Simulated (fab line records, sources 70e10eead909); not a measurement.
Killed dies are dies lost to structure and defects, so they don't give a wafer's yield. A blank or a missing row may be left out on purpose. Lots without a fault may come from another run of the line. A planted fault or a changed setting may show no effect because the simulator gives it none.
A struck lot beside a sound one | flow nand_harc | 15 steps out of a route of 1302
Sound: wafers L272.2, L272.5, L272.6. Struck: wafer L262.6. (L262.2 of the same lot was not struck and is left out.) The cause comes at the end.
At each step with rows: each side's tool, then ch and its chambers, then its first start. Under that, the readings that differ: sound wafers | struck wafers | difference of the means | sigmas: that difference in standard deviations of wafers without a fault.
alike: readings whose means differ by less than 2 such deviations, and words and numbers that are the same on both sides. not compared: withheld readings, readings that some wafer has no value for, bounds like >300 that may hide the same value, and numbers for which the record gives no deviation and whose values overlap.
The two part at a step that has a row with sigmas, a row that says differs or no value, or rows on one side only. Numbers that don't overlap but have no deviation are shown without sigmas and don't part them. A reading that every wafer of one side lacks parts them only if that side has two wafers or more.

NHARC_A_SGD_CUT_THK_MEAS_22: measures by ellipsometry.
  sound on film_metro-01, day 28 05:15; struck on film_metro-02, day 24 14:58
  alike: thk_nm
then, 2 steps without rows for these wafers: NHARC_A_SGD_CUT_SRD_23; NHARC_A_SGD_CUT_ETCH_26 (etches SiO2 in dHF, target depth 45.8 nm).
NHARC_A_SGD_CUT_ETCHBACK_24: etches the open film in CH3F/O2, target depth 50 nm, time 92.857 s.
  sound on rie_diel-02 ch 2,3, day 28 05:28; struck on rie_diel-01 ch 3, day 24 15:11
  alike: drypump_motor_current_A, oes_product_au, rf_vpp_V, showerhead_plenum_p_Torr, throttle_valve_pct
  not compared: rf_hours_counter_h
NHARC_A_SGD_CUT_STRIP_28: strips in O2, time 20 s.
  sound on rie_diel-02 ch 1,2; struck on rie_diel-01 ch 0
  alike: drypump_motor_current_A, oes_product_au, rf_vpp_V, showerhead_plenum_p_Torr, throttle_valve_pct
  not compared: rf_hours_counter_h
NHARC_A_SGD_CUT_INSPECT_25:
  sound on defect_inspect-01, day 28 05:43; struck on defect_inspect-01, day 24 15:26
  alike: raw_defect_count
NHARC_A_SLIT_DEP_25: deposits SiO2, target thk 200 nm.
  sound on pecvd-03 ch 0,1, day 28 05:49; struck on pecvd-03 ch 2, day 24 15:32
  alike: heater_power_w, throttle_valve_pct
NHARC_A_SLIT_DEP_00: deposits aC, target thk 6200 nm.
  sound on acl_dep-02 ch 0, day 28 06:44; struck on acl_dep-02 ch 0, day 24 23:16
  alike: throttle_valve_pct
NHARC_A_SLIT_DEP_23: deposits SiON, target thk 100 nm.
  sound on pecvd-03 ch 0,1, day 28 09:58; struck on pecvd-01 ch 2, day 24 23:59
  alike: heater_power_w
then, 3 steps without rows for these wafers: NHARC_A_SLIT_DEHYDRATE_01 (time 120 s); NHARC_A_SLIT_HMDS_02 (time 30 s); NHARC_A_SLIT_COAT_03 (resist thk 90 nm).
NHARC_A_SLIT_SOFTBAKE_04: time 55 s.
  sound on litho_track-06 ch 0, day 28 10:00; struck on litho_track-01 ch 0, day 25 00:00
  reading                  | sound                | struck | difference | sigmas
  heater_power_total_W (W) | 188.34 188.29 188.47 | 208.00 | +19.63     | +99 or more
then, 1 step without rows for these wafers: NHARC_A_SLIT_EBR_05.
-- the record jumps here: 6 days lie between the struck wafers' starts before and after (it left off in module A_SLIT and takes up again in module END, whose first step shown is number 1302 of the route) --
NHARC_END_SORT_01:
  the record has rows for the struck wafers here (prober-02 ch 0, day 30 14:35) and none for the sound ones

WHERE THEY PART
First at NHARC_A_SLIT_SOFTBAKE_04; last, within this record, at NHARC_END_SORT_01.

WHY: what the simulator had put in
Process parameter drift: litho_track-01, from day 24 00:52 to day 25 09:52, at NHARC_A_SLIT_SOFTBAKE_04. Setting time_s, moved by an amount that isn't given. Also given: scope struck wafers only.
